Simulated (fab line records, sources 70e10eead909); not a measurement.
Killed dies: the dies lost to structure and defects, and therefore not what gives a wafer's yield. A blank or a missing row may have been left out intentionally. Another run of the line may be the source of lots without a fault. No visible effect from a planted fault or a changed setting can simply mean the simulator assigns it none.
A lot that was struck, set against a sound lot + flow nandHarc + 15 out of 1159 route steps
Sound: wafers L443.2, L443.3, L443.6. The struck wafers were L453.1, L453.3, L453.6. The cause is given at the end.
Each step with rows lists, per side, the tool, then ch with its chambers, then its first start. Under that, the readings that differ: sound wafers + struck wafers + difference of the means + sigmas: that difference in standard deviations of wafers without a fault.
alike: same words and numbers on both sides, and readings whose means sit less than 2 such deviations apart. not compared: any withheld reading, any reading some wafer has no value for, any bound like >300 that may hide the same value, and any number with overlapping values for which the record gives no deviation.
The two part at a step that has a row with sigmas, a row that says differs or no value, or rows on one side only. Non-overlapping numbers with no deviation appear without sigmas and do not part them. Lack of a reading on every wafer of one side parts them only where that side has two or more wafers.

first, 4 steps without rows for these wafers: NHARC_P_M2_EBR_05; NHARC_P_M2_EXPOSE_06 (exposes mask P M2, target cd 170 nm); NHARC_P_M2_PEB_07 (peb time 65 s); NHARC_P_M2_DEVELOP_08 (develop time 35 s).
NHARC_P_M2_CD_MEAS_09 targets a cd of 170 nm.
  sound on cdSem-01 ch 0, day 7 06:31; struck on cdSem-03 ch 0, day 9 23:37
  alike: cdNm
NHARC_P_M2_OVL_MEAS_10: pitch 340 nm.
  sound on overlay-01, day 7 06:36; struck on overlay-02, day 9 23:43
| reading         | sound          | struck         | difference | sigmas |
|-----------------|----------------|----------------|------------|--------|
| overlayXNm (nm) | 0.8 1.2 0.5    | -1.2 -1.1 -1.3 | -2.0       | -2     |
| overlayYNm (nm) | -0.6 -1.4 -0.9 | 1.0 1.4 1.5    | +2.3       | +2     |
NHARC_P_M2_INSPECT_11:
  sound on defectInspect-02, day 7 06:39; struck on defectInspect-01, day 9 23:45
  alike: rawDefectCount
NHARC_P_M2_DESCUM_14: chemistry O2, time 3 s.
  sound on rieDiel-07 ch 2,3, day 7 06:43; struck on rieDiel-10 ch 1,2,3, day 9 23:49
| reading                  | sound       | struck      | difference | sigmas |
|--------------------------|-------------|-------------|------------|--------|
| drypumpMotorCurrentA (A) | 6.8 5.5 6.8 | 5.8 5.6 5.5 | -0.7       | -2     |
  alike: oesProductAu, rfVppV, showerheadPlenumPTorr, throttleValvePct
  not compared: rfHoursCounterH
NHARC_P_M2_ETCH_35: etches the open film in N2/H2, target depth 40 nm, overetch 12 nm, time 43.94 s.
  sound on rieDiel-07 ch 0,1,3, day 7 06:49; struck on rieDiel-10 ch 0,3, day 9 23:54
  alike: biasW, chamberPressureMTorr, drypumpMotorCurrentA, oesProductAu, rfVppV, showerheadPlenumPTorr, throttleValvePct
  not compared: rfHoursCounterH
NHARC_P_M2_ETCH_15: etches the open film in C4F8/Ar, target depth 182.5 nm, time 91.2 s.
  sound on rieDiel-07 ch 0,1,3; struck on rieDiel-10 ch 0,2
  alike: biasW, chamberPressureMTorr, oesProductAu, rfVppV
  not compared: rfHoursCounterH
NHARC_P_M2_CD_MEAS_16:
  sound on cdSem-01, day 7 07:01; struck on cdSem-02, day 10 00:07
  alike: cdNm
NHARC_P_M2_STRIP_18: strips in N2/H2.
  sound on rieDiel-10 ch 0,1, day 7 07:08; struck on rieDiel-01 ch 0,1, day 10 00:11
  alike: drypumpMotorCurrentA, oesProductAu, rfVppV, showerheadPlenumPTorr, throttleValvePct
  not compared: rfHoursCounterH
NHARC_P_M2_ETCH_28: etches the open film in CF4/N2, target depth 30 nm, time 72.99 s.
  sound on rieDiel-10 ch 0,1,3, day 7 07:22; struck on rieDiel-01 ch 0,1,2, day 10 00:29
  no value came back on the struck wafers for any of 8 readings (biasW (W), cf4FlowSccm (sccm) and others); on the sound wafers biasW (W) reads 100.0 100.0 99.8
  not compared: rfHoursCounterH
then, 1 step without rows for these wafers: NHARC_P_M2_STRIP_19 (strips in post etch residue remover, time 600 s).
-- the record jumps here: 14 days lie between the struck wafers' starts before and after (it left off in module P_M2 and takes up again in module END, whose first step shown is number 1159 of the route) --
NHARC_END_SORT_01:
  sound on prober-01 ch 0, day 19 20:19; struck on prober-02 ch 0, day 23 15:47
| reading                | sound          | struck         | difference | sigmas      |
|------------------------|----------------|----------------|------------|-------------|
| defectLimitedYield (%) | 95.7 95.9 96.5 | 0 0 0          | -96        | -56         |
| killedAtPeriphery      | 0 2 4          | 659 656 654    | +654       | +99 or more |
| killedDies             | 29 28 24       | 677 677 677    | +650       | +59         |
| sort_bin_2_pct (%)     | 0.9 1.3 0.4    | 98.2 97.9 97.5 | +97.0      | +99 or more |
| sortNPass              | 648 649 653    | 0 0 0          | -650       | -59         |
| sortRimYieldPct (%)    | 92 94 99       | 0 0 0          | -95        | -30         |
| sortYieldPct (%)       | 95.7 95.9 96.5 | 0 0 0          | -96        | -56         |
  alike: killedAtArray, killedAtOther, killedOpen, killedShort, sort_bin_3_pct, sort_bin_4_pct

## WHERE THEY PART
First at NHARC_P_M2_OVL_MEAS_10; last, within this record, at NHARC_END_SORT_01.

WHY: what had been put in by the simulator
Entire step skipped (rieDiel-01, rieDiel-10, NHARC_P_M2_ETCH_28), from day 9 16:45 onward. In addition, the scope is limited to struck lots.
